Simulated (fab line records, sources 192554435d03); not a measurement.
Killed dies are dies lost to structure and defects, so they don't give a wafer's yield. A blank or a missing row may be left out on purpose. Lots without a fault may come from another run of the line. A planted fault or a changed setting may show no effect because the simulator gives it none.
Chamber matching | flow n5_finfet | N5_BEOL_M8_DESCUM_16 on rie_diel-03: 4 sister chambers
The step chemistry O2, time 7.9 s. 18 wafers are shown with their chamber, then 9 later ones without.

WAFERS WITH THEIR CHAMBER
wafer  | chamber | drypump_motor_current_A (A) | throttle_valve_pct (%) | showerhead_plenum_p_Torr (Torr)
L074.1 | 2       | 5.1                         | 20.39                  | 2.07
L074.3 | 3       | 5.4                         | 20.15                  | 2.21
L074.5 | 3       | 5.4                         | 20.14                  | 2.21
L076.3 | 1       | 5.9                         | 20.61                  | 2.12
L076.4 | 0       | 5.7                         | 20.62                  | 1.97
L076.6 | 3       | 5.4                         | 20.15                  | 2.21
L079.1 | 2       | 5.1                         | 20.38                  | 2.07
L079.2 | 1       | 5.9                         | 20.63                  | 2.11
L079.6 | 2       | 5.1                         | 20.40                  | 2.07
L081.2 | 3       | 5.4                         | 20.17                  | 2.21
L081.3 | 2       | 5.2                         | 20.40                  | 2.06
L081.5 | 3       | 5.4                         | 20.16                  | 2.21
L094.3 | 3       | 5.4                         | 20.22                  | 2.20
L094.4 | 3       | 5.4                         | 20.22                  | 2.20
L094.5 | 1       | 5.9                         | 20.69                  | 2.10
L090.1 | 1       | 5.9                         | 20.67                  | 2.10
L090.3 | 0       | 5.7                         | 20.33                  | 2.23
L090.6 | 0       | 5.7                         | 20.31                  | 2.23

SIGNATURES (means of the wafers above)
reading                  | chamber 0 | chamber 1 | chamber 2 | chamber 3 | scatter within a chamber
drypump_motor_current_A  | 5.700     | 5.900     | 5.125     | 5.400     | 0.0231
throttle_valve_pct       | 20.4200   | 20.6500   | 20.3925   | 20.1729   | 0.0713
showerhead_plenum_p_Torr | 2.1433    | 2.1075    | 2.0675    | 2.2071    | 0.057
Rule: a wafer's distance from a chamber is the root of the sum, over the readings, of the square of ((its reading less the chamber's mean) divided by the reading's scatter). The wafer belongs to the nearest chamber; if the next one is less than 2 further off, it can't be placed. The scatter: the root of (the sum of the squares of (reading less its chamber's mean) over the shown wafers, divided by (wafers less chambers)).

WAFERS WITHOUT THEIR CHAMBER
wafer  | drypump_motor_current_A (A) | throttle_valve_pct (%) | showerhead_plenum_p_Torr (Torr)
L089.3 | 5.9                         | 20.68                  | 2.10
L089.5 | 5.6                         | 20.32                  | 2.23
L089.6 | 5.4                         | 20.23                  | 2.20
L092.2 | 5.9                         | 20.68                  | 2.10
L092.4 | 5.4                         | 20.23                  | 2.20
L092.6 | 5.7                         | 20.33                  | 2.23
L091.1 | 5.4                         | 20.21                  | 2.19
L091.2 | 5.1                         | 20.14                  | 2.05
L091.3 | 5.9                         | 20.70                  | 2.10

WHICH CHAMBER EACH WENT THROUGH
wafer  | from the rows above | in truth
L089.3 | 1                   | 1
L089.5 | 0                   | 0
L089.6 | 3                   | 3
L092.2 | 1                   | 1
L092.4 | 3                   | 3
L092.6 | 0                   | 0
L091.1 | 3                   | 3
L091.2 | 2                   | 2
L091.3 | 1                   | 1
Placed correctly: 9 of 9. Can't be placed from these rows: 0. Placed wrongly: 0.
